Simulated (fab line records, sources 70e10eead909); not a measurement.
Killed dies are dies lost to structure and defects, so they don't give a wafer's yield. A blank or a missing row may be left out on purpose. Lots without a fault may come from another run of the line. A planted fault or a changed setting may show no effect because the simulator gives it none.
fab line records | flow nand_harc
record lots=5 wafers=15 last_day=32
route steps=1302 shown A_STAIRCASE@873 A_SGD_CUT@890
lots that met no fault: from a run of the same line without faults
start_h: hours from the record's first day to the start of the lot's first wafer shown | wait_h: hours since the lot's step before | " the same as in the row above | L1.1+2: a row that stands for several wafers | - no value, or no start given | * or withheld: withheld | < > ~ a bound
route shown NAME@n: a module of which the file shows steps, and the number in the route of the first | usual: mean/standard deviation of fault-free wafers | same: alike in all rows | chamber/n: place in a boat | sites: the reading at each site | _std_site: their standard deviation | _edge_site: outer sites' mean less inner sites' | radius_mm: how far each site lies from the wafer's centre | mask NAME#n: copy n | behind: the tool/chamber that last shaped the wafer | hold: why the lot was held/for how many hours/how that ended | device: the transistor (n, p or np) that didn't switch | end of line: the same wafers' tests at the end of the route | a step without rows: its recipe alone | killed: dies lost to structure and defects at the first sort, not the wafer's yield | map: a wafer's dies, x killed, . not, _ none there
set.NAME: the setting as run; set.NAME@STEP: as run at that earlier step | model.NAME: the simulator's own value behind a step, which no gauge read
lots at some steps of the route; a table a step, a row a wafer
services: from which hour (start_h, from the record's first day; less than 0 if before it) a tool's chamber was out of use, for how many hours, and why
## steps
# step NHARC_A_STAIRCASE_STRIP_447
# recipe time_s=900 temp_c=130 chemistry=SPM
# columns lot.wafer tool chamber start_h wait_h
L074.1+5+4 wet_bench-02 3,5,6 409.01 0.3
L080.2+4+6 wet_bench-03 3,4,6 469.43 0.3
L092.1+2+4 wet_bench-02 1,2,4 584.20 0.3
L091.2+3+4 wet_bench-01 0,2,4 584.77 0.3
L097.4+5+6 wet_bench-03 3,5,6 636.97 0.2
# step NHARC_A_STAIRCASE_PRECLEAN_448
# recipe time_s=* temp_c=50 bath_age_min=0 chemistry=SC1
# columns lot.wafer tool chamber start_h wait_h
L074.1+5+4 wet_bench-02 3,5,6 - -
L080.2+4+6 wet_bench-03 3,4,6 - -
L092.1+2+4 wet_bench-02 1,2,4 - -
L091.2+3+4 wet_bench-01 0,2,4 - -
L097.4+5+6 wet_bench-03 3,5,6 - -
# step NHARC_A_STAIRCASE_SRD_449
# columns lot.wafer tool chamber start_h wait_h
L074.1+5+4 wet_bench-02 3,5,6 - -
L080.2+4+6 wet_bench-03 3,4,6 - -
L092.1+2+4 wet_bench-02 1,2,4 - -
L091.2+3+4 wet_bench-01 0,2,4 - -
L097.4+5+6 wet_bench-03 3,5,6 - -
# step NHARC_A_STAIRCASE_CMP_450
# recipe target_thk_nm=200 material=SiO2
# usual motor_current_A=11.7/1.4 slurry_flow_ml_min=150.0/0.45
# columns lot.wafer tool chamber start_h wait_h motor_current_A slurry_flow_ml_min
L074.4 cmp-04 3 409.46 - 14.6 150.6
L074.1 " 0 " " 11.4 149.7
L074.5 " 0 " " 12.0 150.5
L080.4 cmp-02 2 469.90 - 11.8 150.5
L080.2 " 3 " " 11.0 149.9
L080.6 " 0 " " 12.2 150.3
L092.1 cmp-01 2 584.65 - 10.4 150.0
L092.4 " 3 " " 13.3 150.1
L092.2 " 0 " " 11.6 149.3
L091.3 cmp-02 2 585.21 - 11.5 150.8
L091.2 " 0 " " 12.8 150.3
L091.4 " 1 " " 10.8 149.6
L097.4 cmp-02 1 637.41 - 9.9 150.1
L097.6 " 1 " " 10.2 150.0
L097.5 " 2 " " 11.5 150.3
# step NHARC_A_STAIRCASE_CMP_152
# usual motor_current_A=11.8/1.3 slurry_flow_ml_min=150.0/0.52
# columns lot.wafer tool chamber start_h wait_h motor_current_A slurry_flow_ml_min
L074.4 cmp-04 3 409.53 0.1 14.5 150.2
L074.1 " 0 " " 11.4 150.3
L074.5 " 0 " " 11.6 150.9
L080.4 cmp-02 2 469.97 0.1 12.1 151.1
L080.2 " 3 " " 10.7 150.2
L080.6 " 0 " " 12.7 150.4
L092.1 cmp-01 2 584.72 0.1 11.1 150.7
L092.4 " 3 " " 14.1 150.2
L092.2 " 0 " " 11.5 149.6
L091.3 cmp-02 2 585.29 0.1 11.7 149.1
L091.2 " 0 " " 13.0 149.8
L091.4 " 1 " " 10.0 150.6
L097.4 cmp-02 1 637.49 0.1 10.2 149.6
L097.6 " 1 " " 9.6 149.8
L097.5 " 2 " " 11.8 149.3
# step NHARC_A_STAIRCASE_SRD_154
# columns lot.wafer tool chamber start_h wait_h
L074.4+5+1 wet_bench-02 4,5,0 409.82 0.0
L080.2+6+4 wet_bench-02 0,1,2 470.23 0.0
L092.1+4+2 wet_bench-03 0,2,4 585.01 0.0
L091.3+4+2 wet_bench-03 3,4,5 585.58 0.0
L097.6+4+5 wet_bench-01 3,4,5 637.78 0.0
# step NHARC_A_STAIRCASE_ETCH_403
# recipe target_depth_a=1082 chemistry=dHF material=SiO2
# columns lot.wafer tool chamber start_h wait_h
L074.4+5+1 wet_bench-02 4,5,0 409.84 0.0
L080.2+6+4 wet_bench-02 0,1,2 470.26 0.0
L092.1+4+2 wet_bench-03 0,2,4 585.04 0.0
L091.3+4+2 wet_bench-03 3,4,5 585.60 0.0
L097.6+4+5 wet_bench-01 3,4,5 637.81 0.0
# step NHARC_A_STAIRCASE_ETCHBACK_422
# recipe target_depth_a=400 over_etch_frac=0.3 time_s=74.286 ion_energy_ev=120 ch3f_flow_sccm=50 o2_flow_sccm=30 ar_flow_sccm=200 rf_w=500 bias_w=100 chemistry=CH3F/O2
# usual chamber_pressure_mTorr=24.997/0.022 drypump_motor_current_A=5.5/0.46 oes_product_au=0.95/0.035 rf_fwd_power_W=495.9/2 rf_vpp_V=244.2/1.7 showerhead_plenum_p_Torr=2.44/0.11 throttle_valve_pct=20.664/0.0089
# columns lot.wafer tool chamber start_h wait_h chamber_pressure_mTorr drypump_motor_current_A oes_product_au rf_fwd_power_W rf_hours_counter_h rf_vpp_V showerhead_plenum_p_Torr throttle_valve_pct
L074.1 rie_diel-01 1 409.99 0.1 25.031 5.8 0.99 499.3 17 242.7 2.29 20.664
L074.5 " 1 " " 24.993 5.8 0.99 496.5 - 240.8 2.29 20.654
L074.4 " 0 " " 25.009 4.9 0.99 495.7 - 242.4 2.41 20.669
L080.2 rie_diel-07 3 470.43 0.2 24.981 4.6 1.00 494.8 6 243.0 2.35 20.657
L080.4 " 0 " " 25.017 4.8 0.98 496.6 4 247.1 2.53 20.675
L080.6 " 1 " " 24.963 5.7 1.02 493.9 - 247.0 2.63 20.674
L092.1 rie_diel-08 0 585.18 0.1 25.000 5.0 1.00 496.6 14 245.3 2.48 20.658
L092.4 " 2 " " 25.004 6.1 0.92 493.9 19 241.7 2.31 20.648
L092.2 " 3 " " 24.972 5.8 0.92 493.8 22 243.1 2.34 20.662
L091.2 rie_diel-07 1 585.74 0.1 25.026 5.7 0.93 497.7 45 245.6 2.62 20.662
L091.3 " 3 " " 24.993 4.7 0.93 494.1 53 242.8 2.34 20.673
L091.4 " 1 " " 24.975 5.7 0.91 496.4 - 246.4 2.62 20.667
L097.4 rie_diel-01 0 637.98 0.2 24.981 4.9 0.94 492.8 32 243.9 2.38 20.668
L097.6 " 2 " " 24.996 5.9 0.94 494.3 - 246.7 2.55 20.649
L097.5 " 3 " " 25.024 5.5 0.94 497.5 - 245.7 2.51 20.658
# step NHARC_A_STAIRCASE_ETCH_423
# recipe target_depth_a=300 chemistry=dHF material=SiO2
# columns lot.wafer tool chamber start_h wait_h
L074.5+4+1 wet_bench-02 7,2,3 410.20 0.1
L080.2+4+6 wet_bench-02 3,5,6 470.58 0.1
L092.2+1+4 wet_bench-02 5,6,0 585.36 0.1
L091.2+4+3 wet_bench-01 7,1,3 585.95 0.2
L097.6+5+4 wet_bench-03 6,0,1 638.11 0.1
# step NHARC_A_STAIRCASE_ETCHBACK_157
# recipe target_depth_a=900 over_etch_frac=0.3 time_s=167.14 ion_energy_ev=120 ch3f_flow_sccm=50 o2_flow_sccm=30 ar_flow_sccm=200 rf_w=500 bias_w=100 chemistry=CH3F/O2
# usual chamber_pressure_mTorr=25.001/0.025 drypump_motor_current_A=5.5/0.49 oes_product_au=0.96/0.034 rf_fwd_power_W=497.8/1.5 rf_vpp_V=244.4/1.6 showerhead_plenum_p_Torr=2.46/0.11 throttle_valve_pct=20.663/0.0081
# columns lot.wafer tool chamber start_h wait_h chamber_pressure_mTorr drypump_motor_current_A oes_product_au rf_fwd_power_W rf_hours_counter_h rf_vpp_V showerhead_plenum_p_Torr throttle_valve_pct
L074.1 rie_diel-07 3 410.38 0.1 24.993 4.7 0.95 497.4 45 242.7 2.36 20.670
L074.4 " 0 " " 25.040 4.8 0.91 498.2 42 246.6 2.53 20.656
L074.5 " 0 " " 24.979 4.8 0.91 498.9 - 246.5 2.53 20.659
L080.2 rie_diel-07 0 470.83 0.2 24.956 4.8 0.98 498.3 5 245.4 2.53 20.656
L080.4 " 2 " " 25.016 6.1 0.99 498.1 8 246.0 2.53 20.680
L080.6 " 0 " " 25.021 4.8 0.98 499.7 - 246.0 2.53 20.658
L092.4 rie_diel-01 1 585.56 0.2 25.009 5.8 1.01 500.9 18 246.4 2.65 20.660
L092.2 " 2 " " 25.006 5.9 1.01 495.9 16 244.9 2.56 20.679
L092.1 " 3 " " 24.976 5.5 1.01 496.5 14 245.4 2.52 20.653
L091.4 rie_diel-01 2 586.15 0.2 24.989 5.9 1.03 496.9 16 245.2 2.56 20.667
L091.3 " 3 " " 24.949 5.5 1.02 496.2 14 246.3 2.52 20.670
L091.2 " 0 " " 25.005 4.9 1.02 497.2 15 242.9 2.39 20.656
L097.4 rie_diel-07 3 638.38 0.2 25.033 4.6 1.00 498.9 1 241.6 2.33 20.683
L097.5 " 0 " " 24.982 4.8 0.99 496.8 - 244.4 2.51 20.654
L097.6 " 1 " " 24.996 5.7 1.00 495.4 - 246.3 2.61 20.661
# step NHARC_A_STAIRCASE_STRIP_475
# recipe time_s=20 o2_flow_sccm=500 ar_flow_sccm=0 bias_w=0 chemistry=O2
# usual chamber_pressure_mTorr=60.01/0.056 drypump_motor_current_A=5.5/0.49 oes_product_au=1.002/0.0096 rf_vpp_V=57.8/0.9 showerhead_plenum_p_Torr=3.52/0.15 throttle_valve_pct=17.036/0.0088
# columns lot.wafer tool chamber start_h wait_h chamber_pressure_mTorr drypump_motor_current_A oes_product_au rf_hours_counter_h rf_vpp_V showerhead_plenum_p_Torr throttle_valve_pct
L074.4 rie_diel-07 1 - - 59.95 5.7 1.003 37 58.9 3.78 17.038
L074.1 " 3 " " 59.95 4.7 1.022 45 57.8 3.39 17.038
L074.5 " 1 " " 59.94 5.7 1.016 - 58.2 3.78 17.023
L080.4 rie_diel-07 0 - - 60.00 4.8 0.977 5 57.1 3.62 17.032
L080.2 " 3 " " 59.99 4.7 1.005 7 59.3 3.38 17.026
L080.6 " 1 " " 60.03 5.7 1.009 - 57.2 3.77 17.034
L092.1 rie_diel-01 2 - - 60.09 5.9 1.027 16 57.5 3.67 17.033
L092.2 " 3 " " 60.03 5.6 1.000 14 56.9 3.61 17.038
L092.4 " 0 " " 59.94 4.9 1.007 15 58.0 3.43 17.043
L091.2 rie_diel-01 0 - - 60.07 4.9 1.006 15 57.4 3.43 17.043
L091.4 " 1 " " 60.09 5.8 1.013 18 57.5 3.80 17.019
L091.3 " 2 " " 59.91 5.9 1.013 16 58.7 3.67 17.033
L097.4 rie_diel-07 3 - - 60.00 4.7 1.006 1 58.4 3.35 17.032
L097.5 " 1 " " 59.96 5.7 0.990 - 58.1 3.74 17.041
L097.6 " 2 " " 60.01 6.1 0.998 - 58.1 3.59 17.037
# step NHARC_A_STAIRCASE_DEP_471
# recipe target_thk_a=1000 temp_c=400 pressure_torr=6.5 rf_w=900 teos_flow_sccm=161.4 flow_sccm=2650 target_thk_nm=100 gas=O2 material=SiO2
# usual heater_power_w=552/80 rf_fwd_power_W=896/3.2 throttle_valve_pct=15.8/0.34
# columns lot.wafer tool chamber start_h wait_h heater_power_w rf_fwd_power_W throttle_valve_pct
L074.1 pecvd-02 2 410.69 - 569 892 16.0
L074.5 " 2 " " 558 893 16.2
L074.4 " 0 " " 642 895 15.7
L080.2 pecvd-02 2 471.26 - 589 895 16.1
L080.6 " 1 " " 496 900 15.1
L080.4 " 2 " " 592 895 16.1
L092.2 pecvd-04 2 585.82 - 521 894 15.9
L092.1 " 1 " " 445 897 16.6
L092.4 " 1 " " 324 895 16.5
L091.2 pecvd-02 1 586.41 - 641 897 15.7
L091.3 " 2 " " 639 889 15.9
L091.4 " 2 " " 634 889 15.4
L097.5 pecvd-01 1 638.68 - 595 901 15.9
L097.6 " 2 " " 465 892 16.1
L097.4 " 0 " " 519 892 15.9
# step NHARC_A_STAIRCASE_CMP_472
# recipe material=SiO2
# usual motor_current_A=11.9/1.5 slurry_flow_ml_min=150.1/0.54
# columns lot.wafer tool chamber start_h wait_h motor_current_A slurry_flow_ml_min
L074.4 cmp-01 2 410.93 0.1 10.9 149.8
L074.1 " 1 " " 11.1 149.4
L074.5 " 3 " " 14.2 149.2
L080.4 cmp-02 3 471.50 0.1 10.6 149.6
L080.2 " 1 " " 9.5 149.8
L080.6 " 3 " " 11.2 150.4
L092.2 cmp-01 3 586.09 0.2 13.4 151.0
L092.4 " 1 " " 11.4 149.7
L092.1 " 2 " " 10.5 149.4
L091.4 cmp-01 3 586.71 0.2 13.5 149.6
L091.2 " 0 " " 11.8 149.1
L091.3 " 1 " " 11.4 150.2
L097.4 cmp-02 2 638.87 0.1 11.8 150.0
L097.6 " 2 " " 11.4 149.8
L097.5 " 3 " " 10.8 151.0
# step NHARC_A_STAIRCASE_SRD_474
# columns lot.wafer tool chamber start_h wait_h
L074.5+1+4 wet_bench-02 5,7,0 411.20 0.0
L080.4+2+6 wet_bench-03 7,1,3 471.77 0.0
L092.4+1+2 wet_bench-03 3,5,7 586.35 0.0
L091.4+3+2 wet_bench-01 0,2,4 586.95 0.0
L097.5+6+4 wet_bench-01 4,5,1 639.14 0.0
# step NHARC_A_STAIRCASE_INSPECT_155
# usual raw_defect_count=423/120
# columns lot.wafer tool chamber start_h wait_h raw_defect_count
L074.1 defect_inspect-01 - 411.27 0.1 311
L074.4 " - " " 394
L074.5 " - " " 375
L080.2 defect_inspect-02 - 471.85 0.1 793
L080.4 " - " " 440
L080.6 " - " " 343
L092.1 defect_inspect-02 - 586.43 0.1 278
L092.2 " - " " 271
L092.4 " - " " 303
L091.2 defect_inspect-02 - 587.03 0.1 510
L091.3 " - " " 480
L091.4 " - " " 500
L097.4 defect_inspect-02 - 639.22 0.1 503
L097.5 " - " " 472
L097.6 " - " " 429
# step NHARC_A_SGD_CUT_DEP_00
# recipe target_thk_a=500 temp_c=400 target_thk_nm=50 flow_sccm=200 rf_w=450 material=SiNx
# usual heater_power_w=733/62 rf_fwd_power_W=447.9/1.4
# columns lot.wafer tool chamber start_h wait_h heater_power_w rf_fwd_power_W
L074.1 pecvd-02 2 411.34 0.1 728 446.8
L074.5 " 2 " " 751 446.8
L074.4 " 0 " " 810 448.0
L080.2 pecvd-03 2 471.97 0.1 731 446.8
L080.4 " 1 " " 785 446.0
L080.6 " 2 " " 730 448.2
L092.2 pecvd-01 2 586.50 0.1 712 448.9
L092.1 " 1 " " 680 448.7
L092.4 " 2 " " 710 448.0
L091.3 pecvd-02 1 587.09 0.1 772 447.9
L091.2 " 0 " " 823 447.1
L091.4 " 1 " " 773 449.0
L097.4 pecvd-01 1 639.37 0.2 741 448.5
L097.6 " 2 " " 656 446.4
L097.5 " 0 " " 707 448.7
# step NHARC_A_SGD_CUT_DEHYDRATE_01
# recipe temp_c=150 time_s=120
# columns lot.wafer tool chamber start_h wait_h
L074.1+4+5 litho_track-01 0 411.61 0.2
L080.2+4+6 litho_track-04 0 472.18 0.2
L092.1+2+4 litho_track-06 0 586.77 0.2
L091.2+3+4 litho_track-04 0 587.37 0.2
L097.4+5+6 litho_track-04 0 639.56 0.2
# step NHARC_A_SGD_CUT_HMDS_02
# recipe time_s=30
# columns lot.wafer tool chamber start_h wait_h
L074.1+4+5 litho_track-01 0 - -
L080.2+4+6 litho_track-04 0 - -
L092.1+2+4 litho_track-06 0 - -
L091.2+3+4 litho_track-04 0 - -
L097.4+5+6 litho_track-04 0 - -
# step NHARC_A_SGD_CUT_COAT_56
# recipe temp_c=260 time_s=75
# columns lot.wafer tool chamber start_h wait_h
L074.1+4+5 litho_track-01 0 - -
L080.2+4+6 litho_track-04 0 - -
L092.1+2+4 litho_track-06 0 - -
L091.2+3+4 litho_track-04 0 - -
L097.4+5+6 litho_track-04 0 - -
# step NHARC_A_SGD_CUT_COAT_57
# recipe temp_c=225 time_s=65
# columns lot.wafer tool chamber start_h wait_h
L074.1+4+5 litho_track-01 0 - -
L080.2+4+6 litho_track-04 0 - -
L092.1+2+4 litho_track-06 0 - -
L091.2+3+4 litho_track-04 0 - -
L097.4+5+6 litho_track-04 0 - -
# step NHARC_A_SGD_CUT_COAT_03
# recipe spin_rpm=1500 resist_thk_nm=90
# columns lot.wafer tool chamber start_h wait_h
L074.1+4+5 litho_track-01 0 - -
L080.2+4+6 litho_track-04 0 - -
L092.1+2+4 litho_track-06 0 - -
L091.2+3+4 litho_track-04 0 - -
L097.4+5+6 litho_track-04 0 - -
# step NHARC_A_SGD_CUT_SOFTBAKE_04
# recipe temp_c=105 time_s=55
# columns lot.wafer tool chamber start_h wait_h
L074.1+4+5 litho_track-01 0 - -
L080.2+4+6 litho_track-04 0 - -
L092.1+2+4 litho_track-06 0 - -
L091.2+3+4 litho_track-04 0 - -
L097.4+5+6 litho_track-04 0 - -
# step NHARC_A_SGD_CUT_EBR_05
# columns lot.wafer tool chamber start_h wait_h
L074.1+4+5 litho_track-01 0 - -
L080.2+4+6 litho_track-04 0 - -
L092.1+2+4 litho_track-06 0 - -
L091.2+3+4 litho_track-04 0 - -
L097.4+5+6 litho_track-04 0 - -
# step NHARC_A_SGD_CUT_EXPOSE_06
# recipe na=1.35 dose_mj=85.59 mask_id=SGD
# columns lot.wafer tool chamber start_h wait_h mask
L074.1+4+5 arfi_scanner-01 0 411.80 - SGD#0
L080.2+4+6 arfi_scanner-01 0 472.50 - SGD#0
L092.1+2+4 arfi_scanner-02 0 587.08 - SGD#0
L091.2+3+4 arfi_scanner-01 0 587.68 - SGD#0
L097.4+5+6 arfi_scanner-03 0 639.88 - SGD#0
# step NHARC_A_SGD_CUT_PEB_07
# recipe peb_temp_c=100 peb_time_s=65
# columns lot.wafer tool chamber start_h wait_h
L074.1+4+5 litho_track-06 0 411.86 0.1
L080.2+4+6 litho_track-01 0 472.55 0.1
L092.1+2+4 litho_track-01 0 587.14 0.1
L091.2+3+4 litho_track-04 0 587.74 0.1
L097.4+5+6 litho_track-04 0 639.93 0.0
# step NHARC_A_SGD_CUT_DEVELOP_08
# recipe develop_time_s=35 dev_temp_c=23
# columns lot.wafer tool chamber start_h wait_h
L074.1+4+5 litho_track-06 0 - -
L080.2+4+6 litho_track-01 0 - -
L092.1+2+4 litho_track-01 0 - -
L091.2+3+4 litho_track-04 0 - -
L097.4+5+6 litho_track-04 0 - -
# step NHARC_A_SGD_CUT_CD_MEAS_09
# recipe target_cd_nm=100 landing_energy_ev=500
# usual cd_nm=100.1/0.61
# same landing_energy_ev=500
# columns lot.wafer tool chamber start_h wait_h cd_nm
L074.1 cd_sem-03 0 411.94 - 100.1
L074.4 " 0 " " 99.3
L074.5 " 0 " " 99.2
L080.2 cd_sem-03 0 472.64 - 100.1
L080.4 " 0 " " 100.0
L080.6 " 0 " " 100.6
L092.1 cd_sem-01 0 587.22 - 100.7
L092.2 " 0 " " 100.1
L092.4 " 0 " " 99.7
L091.2 cd_sem-01 0 587.82 - 100.1
L091.3 " 0 " " 100.3
L091.4 " 0 " " 100.6
L097.4 cd_sem-03 0 640.02 - 100.5
L097.5 " 0 " " 100.7
L097.6 " 0 " " 101.3
# step NHARC_A_SGD_CUT_OVL_MEAS_10
# usual overlay_x_nm=-0.1/0.9 overlay_y_nm=0.2/0.73
# columns lot.wafer tool chamber start_h wait_h overlay_x_nm overlay_y_nm
L074.1 overlay-02 - 412.02 - 0.5 -0.7
L074.4 " - " " 0.4 -1.2
L074.5 " - " " 0.1 -0.5
L080.2 overlay-01 - 472.72 - 0.7 0.4
L080.4 " - " " 0.4 1.0
L080.6 " - " " 1.2 0.4
L092.1 overlay-01 - 587.31 - -0.2 0.5
L092.2 " - " " -0.6 0.4
L092.4 " - " " -0.4 1.0
L091.2 overlay-02 - 587.91 - -1.4 0.4
L091.3 " - " " -1.2 1.0
L091.4 " - " " -0.6 0.8
L097.4 overlay-02 - 640.10 - -0.7 0.5
L097.5 " - " " -0.1 0.5
L097.6 " - " " -0.6 0.1
# step NHARC_A_SGD_CUT_INSPECT_11
# usual raw_defect_count=60/30
# columns lot.wafer tool chamber start_h wait_h raw_defect_count
L074.1 defect_inspect-02 - 412.06 0.0 64
L074.4 " - " " 66
L074.5 " - " " 60
L080.2 defect_inspect-02 - 472.76 0.0 73
L080.4 " - " " 61
L080.6 " - " " 73
L092.1 defect_inspect-02 - 587.34 0.0 26
L092.2 " - " " 24
L092.4 " - " " 17
L091.2 defect_inspect-02 - 587.94 0.0 105
L091.3 " - " " 98
L091.4 " - " " 90
L097.4 defect_inspect-01 - 640.13 0.0 63
L097.5 " - " " 49
L097.6 " - " " 50
# step NHARC_A_SGD_CUT_DESCUM_14
# recipe time_s=3 o2_flow_sccm=200 ar_flow_sccm=0 bias_power_w=0 chemistry=O2
# usual chamber_pressure_mTorr=60.00/0.055 drypump_motor_current_A=5.8/0.45 oes_product_au=0.995/0.011 rf_vpp_V=57.9/0.88 showerhead_plenum_p_Torr=1.94/0.076 throttle_valve_pct=11.312/0.0099
# columns lot.wafer tool chamber start_h wait_h chamber_pressure_mTorr drypump_motor_current_A oes_product_au rf_hours_counter_h rf_vpp_V showerhead_plenum_p_Torr throttle_valve_pct
L074.1 rie_diel-09 3 412.13 0.1 59.92 6.8 1.012 9 58.1 1.90 11.303
L074.4 " 0 " " 60.03 6.1 0.984 9 56.9 1.95 11.312
L074.5 " 2 " " 59.98 5.7 1.001 - 58.7 2.03 11.309
L080.4 rie_diel-09 1 472.82 0.1 59.99 6.2 0.981 14 58.7 2.00 11.315
L080.2 " 3 " " 59.99 6.8 1.002 14 56.9 1.89 11.320
L080.6 " 1 " " 59.95 6.2 0.978 - 57.6 2.00 11.302
L092.1 rie_diel-12 0 587.40 0.1 59.97 5.6 0.994 9 57.3 1.87 11.312
L092.4 " 2 " " 59.88 5.8 0.982 8 57.7 2.02 11.303
L092.2 " 3 " " 59.94 5.9 0.997 8 57.9 2.00 11.315
L091.3 rie_diel-09 1 588.00 0.1 59.97 6.1 0.976 10 58.7 2.00 11.313
L091.4 " 3 " " 59.97 6.8 1.011 9 58.8 1.89 11.321
L091.2 " 0 " " 60.04 6.0 0.999 9 58.6 1.94 11.323
L097.4 rie_diel-12 3 640.19 0.1 59.83 5.8 0.981 3 57.3 2.00 11.333
L097.5 " 3 " " 60.01 5.9 0.996 - 60.9 2.00 11.306
L097.6 " 0 " " 60.04 5.6 1.009 - 57.7 1.87 11.318
# step NHARC_A_SGD_CUT_ETCH_58
# recipe target_depth_a=390 over_etch_frac=0.3 time_s=65 ion_energy_ev=80 cf4_flow_sccm=150 ar_flow_sccm=0 rf_w=300 bias_w=100 chemistry=CF4
# usual chamber_pressure_mTorr=50.00/0.051 drypump_motor_current_A=5.8/0.5 oes_product_au=0.995/0.01 rf_fwd_power_W=297.6/1.2 rf_vpp_V=151.5/1.1 showerhead_plenum_p_Torr=1.78/0.064 throttle_valve_pct=13.283/0.0086
# columns lot.wafer tool chamber start_h wait_h chamber_pressure_mTorr drypump_motor_current_A oes_product_au rf_fwd_power_W rf_hours_counter_h rf_vpp_V showerhead_plenum_p_Torr throttle_valve_pct
L074.4 rie_diel-09 2 412.21 0.1 50.01 5.8 1.004 296.4 9 152.1 1.87 13.282
L074.1 " 3 " " 49.96 6.8 1.015 297.4 9 150.7 1.75 13.290
L074.5 " 3 " " 49.96 6.8 0.999 298.4 - 151.8 1.75 13.291
L080.4 rie_diel-09 3 472.90 0.1 50.03 6.8 0.997 297.6 14 151.2 1.75 13.285
L080.2 " 2 " " 50.00 5.8 0.992 298.4 14 152.6 1.87 13.283
L080.6 " 0 " " 49.94 6.1 0.992 297.1 - 151.0 1.80 13.286
L092.2 rie_diel-12 0 587.49 0.1 50.00 5.6 0.984 297.1 9 150.4 1.74 13.273
L092.1 " 1 " " 50.03 5.5 0.994 298.4 9 151.3 1.85 13.285
L092.4 " 3 " " 49.94 5.9 0.989 297.5 8 152.2 1.85 13.278
L091.2 rie_diel-09 3 588.10 0.1 49.99 6.8 0.998 297.2 9 151.5 1.75 13.295
L091.4 " 0 " " 49.94 6.1 0.999 297.2 9 151.7 1.79 13.301
L091.3 " 1 " " 49.98 6.1 0.970 298.6 10 150.5 1.84 13.296
L097.4 rie_diel-12 1 640.30 0.1 50.03 5.5 0.992 298.0 2 153.5 1.85 13.288
L097.6 " 2 " " 50.06 5.8 0.998 298.6 - 152.4 1.86 13.289
L097.5 " 3 " " 49.94 5.9 1.002 296.6 - 151.7 1.84 13.302
# step NHARC_A_SGD_CUT_ETCH_59
# recipe target_depth_a=2600 over_etch_frac=0.25 time_s=406.25 ion_energy_ev=200 n2_flow_sccm=150 h2_flow_sccm=150 ar_flow_sccm=0 rf_w=400 bias_w=150 chemistry=N2/H2
# usual chamber_pressure_mTorr=29.998/0.028 drypump_motor_current_A=5.8/0.48 oes_product_au=0.995/0.0098 rf_fwd_power_W=399.5/1.1 rf_vpp_V=431.0/2.4 showerhead_plenum_p_Torr=2.06/0.082 throttle_valve_pct=14.171/0.0086
# columns lot.wafer tool chamber start_h wait_h chamber_pressure_mTorr drypump_motor_current_A oes_product_au rf_fwd_power_W rf_hours_counter_h rf_vpp_V showerhead_plenum_p_Torr throttle_valve_pct
L074.4 rie_diel-09 0 - - 29.972 6.1 0.988 400.8 9 430.4 2.08 14.169
L074.1 " 2 " " 29.931 5.8 1.005 399.7 9 435.6 2.17 14.171
L074.5 " 0 " " 29.939 6.1 0.992 400.8 - 432.7 2.08 14.172
L080.4 rie_diel-09 2 - - 30.035 5.7 0.998 398.6 14 434.1 2.17 14.175
L080.2 " 3 " " 29.997 6.8 0.998 398.3 14 429.0 2.02 14.163
L080.6 " 3 " " 29.992 6.8 0.995 399.8 - 429.7 2.02 14.165
L092.2 rie_diel-12 0 - - 30.021 5.6 1.001 397.3 9 430.2 2.00 14.164
L092.4 " 2 " " 29.984 5.7 0.998 401.3 8 435.7 2.16 14.160
L092.1 " 3 " " 29.961 5.9 0.983 399.5 8 434.1 2.14 14.163
L091.3 rie_diel-09 3 - - 29.968 6.8 0.991 399.1 9 428.5 2.02 14.170
L091.2 " 0 " " 30.010 6.1 0.997 399.9 9 431.3 2.07 14.169
L091.4 " 1 " " 30.007 6.2 0.991 397.0 10 433.2 2.13 14.172
L097.4 rie_diel-12 1 - - 29.980 5.5 0.994 398.2 2 432.9 2.14 14.179
L097.6 " 3 " " 29.955 5.9 0.989 399.9 - 433.7 2.14 14.155
L097.5 " 0 " " 29.942 5.6 0.996 398.9 - 431.2 2.00 14.189
# step NHARC_A_SGD_CUT_ETCH_15
# recipe target_depth_a=750 time_s=64.3 ch3f_flow_sccm=50 o2_flow_sccm=30 ar_flow_sccm=200 rf_w=500 bias_w=100 chemistry=CH3F/O2
# usual chamber_pressure_mTorr=25.001/0.026 drypump_motor_current_A=5.7/0.45 oes_product_au=0.960/0.021 rf_fwd_power_W=495.7/2 rf_vpp_V=264.3/1.6 showerhead_plenum_p_Torr=2.49/0.092 throttle_valve_pct=20.664/0.01
# columns lot.wafer tool chamber start_h wait_h chamber_pressure_mTorr drypump_motor_current_A oes_product_au rf_fwd_power_W rf_hours_counter_h rf_vpp_V showerhead_plenum_p_Torr throttle_valve_pct
L074.4 rie_diel-09 1 - - 25.006 6.2 0.975 496.9 9 266.0 2.57 20.667
L074.1 " 2 " " 24.986 5.8 0.962 496.6 9 266.5 2.61 20.666
L074.5 " 2 " " 25.022 5.8 0.975 496.9 - 266.0 2.61 20.674
L080.2 rie_diel-04 3 473.30 - 24.989 4.8 0.997 492.4 5 262.2 2.36 20.655
L080.4 " 2 " " 25.042 5.7 1.014 499.1 5 262.5 2.34 20.660
L080.6 " 3 " " 25.042 4.8 0.992 491.3 - 262.0 2.36 20.682
L092.4 rie_diel-12 2 - - 24.978 5.8 0.958 497.2 8 266.4 2.59 20.672
L092.1 " 3 " " 24.988 5.9 0.961 497.3 9 265.2 2.57 20.659
L092.2 " 0 " " 25.028 5.5 0.959 493.5 9 261.9 2.41 20.651
L091.2 rie_diel-09 0 - - 24.987 6.0 0.978 494.8 9 265.0 2.50 20.644
L091.3 " 1 " " 24.977 6.2 0.939 494.9 10 265.6 2.56 20.652
L091.4 " 3 " " 24.993 6.8 0.970 498.1 9 263.1 2.43 20.660
L097.4 rie_diel-12 1 - - 24.989 5.5 0.963 495.8 2 265.7 2.57 20.677
L097.5 " 1 " " 24.986 5.5 0.962 495.1 - 266.1 2.57 20.681
L097.6 " 2 " " 25.000 5.8 0.964 493.4 - 265.5 2.59 20.675
## services
# columns tool chamber start_h hours kind
rie_diel-07 2 388.69 8.6 repair
wet_bench-02 - 396.02 8.0 pm
cmp-02 - 404.58 4.0 pm
rie_diel-12 - 421.40 9.0 pm
wet_bench-01 - 435.85 8.0 pm
rie_diel-07 2 441.62 3.3 repair
rie_diel-07 - 447.46 9.0 pm
rie_diel-09 - 473.18 9.0 pm
cmp-02 - 478.25 0.3 repair
litho_track-01 - 481.00 7.0 pm
cmp-02 - 482.53 2.2 repair
cmp-02 - 488.43 1.5 repair
rie_diel-12 2 489.00 7.9 repair
cmp-02 - 502.58 4.0 pm
litho_track-06 - 505.00 7.0 pm
rie_diel-07 0 505.31 35.7 repair
rie_diel-09 2 521.95 9.6 repair
litho_track-04 - 529.00 7.0 pm
wet_bench-03 - 538.40 8.0 pm
wet_bench-02 - 572.02 8.0 pm
wet_bench-01 - 576.47 3.0 repair
rie_diel-07 2 584.69 5.3 repair
rie_diel-09 3 606.88 3.6 repair
rie_diel-09 2 637.68 11.5 repair
## key
fault none
